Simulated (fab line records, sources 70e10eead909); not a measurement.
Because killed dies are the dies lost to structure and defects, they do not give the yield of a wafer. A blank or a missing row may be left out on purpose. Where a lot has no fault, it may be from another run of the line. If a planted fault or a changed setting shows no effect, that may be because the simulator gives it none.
Chamber matching || flow nand-harc || 4 sister chambers for NHARC_P_M1_ETCH_35 on rie-diel-04
The step etches the open film in N2/H2, target depth 40 nm, overetch 12 nm, time 43.94 s. 14 wafers are shown with their chamber, then 7 later ones without.

WAFERS, EACH WITH ITS CHAMBER
{"wafer": "L630.1", "chamber": 1, "drypump-motor-current-A (A)": 6.4, "rf-vpp-V (V)": 431.4, "oes-product-au (a.u.)": 1.002}
{"wafer": "L630.3", "chamber": 3, "drypump-motor-current-A (A)": 5.3, "rf-vpp-V (V)": 434.5, "oes-product-au (a.u.)": 1.002}
{"wafer": "L630.4", "chamber": 0, "drypump-motor-current-A (A)": 6.1, "rf-vpp-V (V)": 428.2, "oes-product-au (a.u.)": 1.013}
{"wafer": "L632.1", "chamber": 0, "drypump-motor-current-A (A)": 6.1, "rf-vpp-V (V)": 429.9, "oes-product-au (a.u.)": 0.997}
{"wafer": "L632.2", "chamber": 3, "drypump-motor-current-A (A)": 5.4, "rf-vpp-V (V)": 433.0, "oes-product-au (a.u.)": 1.006}
{"wafer": "L632.5", "chamber": 1, "drypump-motor-current-A (A)": 6.4, "rf-vpp-V (V)": 429.7, "oes-product-au (a.u.)": 1.001}
{"wafer": "L635.1", "chamber": 2, "drypump-motor-current-A (A)": 4.9, "rf-vpp-V (V)": 432.4, "oes-product-au (a.u.)": 0.983}
{"wafer": "L635.3", "chamber": 0, "drypump-motor-current-A (A)": 6.1, "rf-vpp-V (V)": 429.0, "oes-product-au (a.u.)": 0.994}
{"wafer": "L635.5", "chamber": 0, "drypump-motor-current-A (A)": 6.1, "rf-vpp-V (V)": 428.3, "oes-product-au (a.u.)": 0.996}
{"wafer": "L641.2", "chamber": 2, "drypump-motor-current-A (A)": 4.9, "rf-vpp-V (V)": 433.0, "oes-product-au (a.u.)": 0.971}
{"wafer": "L641.3", "chamber": 1, "drypump-motor-current-A (A)": 6.4, "rf-vpp-V (V)": 429.9, "oes-product-au (a.u.)": 1.005}
{"wafer": "L641.6", "chamber": 0, "drypump-motor-current-A (A)": 6.1, "rf-vpp-V (V)": 429.1, "oes-product-au (a.u.)": 1.003}
{"wafer": "L640.1", "chamber": 3, "drypump-motor-current-A (A)": 5.3, "rf-vpp-V (V)": 433.8, "oes-product-au (a.u.)": 1.005}
{"wafer": "L640.3", "chamber": 1, "drypump-motor-current-A (A)": 6.4, "rf-vpp-V (V)": 429.6, "oes-product-au (a.u.)": 0.998}

SIGNATURES, as means of the wafers listed above
{"reading": "drypump-motor-current-A", "chamber 0": 6.100, "chamber 1": 6.400, "chamber 2": 4.900, "chamber 3": 5.333, "scatter within a chamber": 0.0258}
{"reading": "rf-vpp-V", "chamber 0": 428.900, "chamber 1": 430.150, "chamber 2": 432.700, "chamber 3": 433.767, "scatter within a chamber": 0.731}
{"reading": "oes-product-au", "chamber 0": 1.00060, "chamber 1": 1.00150, "chamber 2": 0.97700, "chamber 3": 1.00433, "scatter within a chamber": 0.00586}
Rule: for each reading, subtract the chamber's mean from the wafer's reading, divide by that reading's scatter and square the result; add these up over the readings and take the root, which gives the wafer's distance from the chamber. If the next closest chamber is less than 2 further off than the closest, the wafer can't be placed; otherwise it belongs to the closest. How the scatter is found: for the shown wafers, subtract from each reading the mean of its chamber, square and add these, divide the total by (wafers less chambers), then take the root.

WAFERS WITHOUT THEIR CHAMBER
{"wafer": "L640.6", "drypump-motor-current-A (A)": 6.0, "rf-vpp-V (V)": 428.8, "oes-product-au (a.u.)": 1.000}
{"wafer": "L646.1", "drypump-motor-current-A (A)": 5.3, "rf-vpp-V (V)": 434.5, "oes-product-au (a.u.)": 1.000}
{"wafer": "L646.3", "drypump-motor-current-A (A)": 4.9, "rf-vpp-V (V)": 434.0, "oes-product-au (a.u.)": 0.973}
{"wafer": "L646.6", "drypump-motor-current-A (A)": 6.4, "rf-vpp-V (V)": 430.0, "oes-product-au (a.u.)": 0.996}
{"wafer": "L653.2", "drypump-motor-current-A (A)": 4.9, "rf-vpp-V (V)": 433.0, "oes-product-au (a.u.)": 0.999}
{"wafer": "L653.5", "drypump-motor-current-A (A)": 4.9, "rf-vpp-V (V)": 435.0, "oes-product-au (a.u.)": 0.997}
{"wafer": "L653.6", "drypump-motor-current-A (A)": 5.4, "rf-vpp-V (V)": 434.3, "oes-product-au (a.u.)": 1.028}

EACH ONE'S CHAMBER
{"wafer": "L640.6", "from the rows above": 0, "in truth": 0}
{"wafer": "L646.1", "from the rows above": 3, "in truth": 3}
{"wafer": "L646.3", "from the rows above": 2, "in truth": 2}
{"wafer": "L646.6", "from the rows above": 1, "in truth": 1}
{"wafer": "L653.2", "from the rows above": 2, "in truth": 2}
{"wafer": "L653.5", "from the rows above": 2, "in truth": 2}
{"wafer": "L653.6", "from the rows above": 3, "in truth": 3}
Correct placement for 7 of the 7. Not placeable from these rows: 0. Placed wrongly: 0.
